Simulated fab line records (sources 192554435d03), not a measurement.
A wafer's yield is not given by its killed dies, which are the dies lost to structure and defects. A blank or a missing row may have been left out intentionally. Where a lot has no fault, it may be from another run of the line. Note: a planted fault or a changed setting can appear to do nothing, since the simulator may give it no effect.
Code-filled problem report in 8D (eight disciplines) form -- flow n5-finfet -- the parts of the form that need people (team, actions taken, sign-off) are left out

== 1. WHAT IS WRONG ==
Wafers without a fault read 219.99 C, standard deviation 0.17; plate-temp-C at N5_BEOL_M6_COAT_60 reads a mean of 225.11 C on 9 wafers belonging to 3 lots. That is +30 standard deviations from the usual mean.
The step: time 60 s, resist thk 35 nm.
First seen on wafer L235.2, day 11 00:36, on litho-track-05. The record has a number at this step for 34 wafers belonging to 12 lots. Rule for "out", or "out of limits": more than 4 standard deviations from the usual mean. All remaining wafers that have a number are taken as sound.

== 2. WHAT IT IS; WHAT IT IS NOT ==
question,is,is not
which readings at this step,"plate-temp-C, heater-power-total-W",-
which lots,"L235, L237, L239","L226, L227, L228, L229, L240, L243, L246, L248, L249"
which wafers of those lots,all that have a number,-
read on which tools,litho-track-05,"litho-track-03, litho-track-04"
when,from day 11 00:36,"up to then (12 sound wafers); but 13 sound wafers of L240, L243, L246, L248, L249 came after"

== 3. THE SUSPECTS, EACH WITH WHAT RULES IT OUT ==
Counting: a tool at any process step up to the reading remains a suspect when it ran all the lots that are out and ran no sound lot after the first of those.
- cvd-co-01 at N5_BEOL_M5_PRE_CLEAN_77 (time 15 s): ruled out as a lasting fault. Following L235 (day 10 21:27), the first lot on it that is out, the sound lots L243, L248 were run on it.
- litho-track-05 at N5_BEOL_M6_COAT_60 (time 60 s, resist thk 35 nm): ruled out as a lasting fault. Following L235 (day 11 00:36), the first lot on it that is out, the sound lots L249 were run on it.
Left after counting: nothing in the record.

== 4. THE CAUSE (what the simulator had put in) ==
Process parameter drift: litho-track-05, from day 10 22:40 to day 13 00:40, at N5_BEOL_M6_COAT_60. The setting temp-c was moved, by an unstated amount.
Counting ruled it out, wrongly.

== 5. SEQUENCE OF EFFECTS, ordered by route ==
Rows list readings where the struck wafers' mean (over those with a number) sits beyond 3 standard deviations from the usual. Scope: only readings with a usual standard deviation given in the record; hours: median across lots of the time from each lot's start at the first step in this table that gives one to its start at this step; sigmas: change in usual standard deviations.
hours,step,reading,usual,on struck wafers,change,sigmas
0,N5_BEOL_M6_COAT_60,heater-power-total-W,427.4 W,440.1,+12.7,+5.8
0,N5_BEOL_M6_COAT_60,plate-temp-C,219.99 C,225.11,+5.12,+30
Its process steps:
- N5_BEOL_M6_COAT_60: time 60 s, resist thk 35 nm.

== 6. WHAT WOULD HAVE CAUGHT IT SOONER ==
In this record no reading fell out of limits until day 11 00:36, 2 hours after the fault had begun at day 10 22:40.
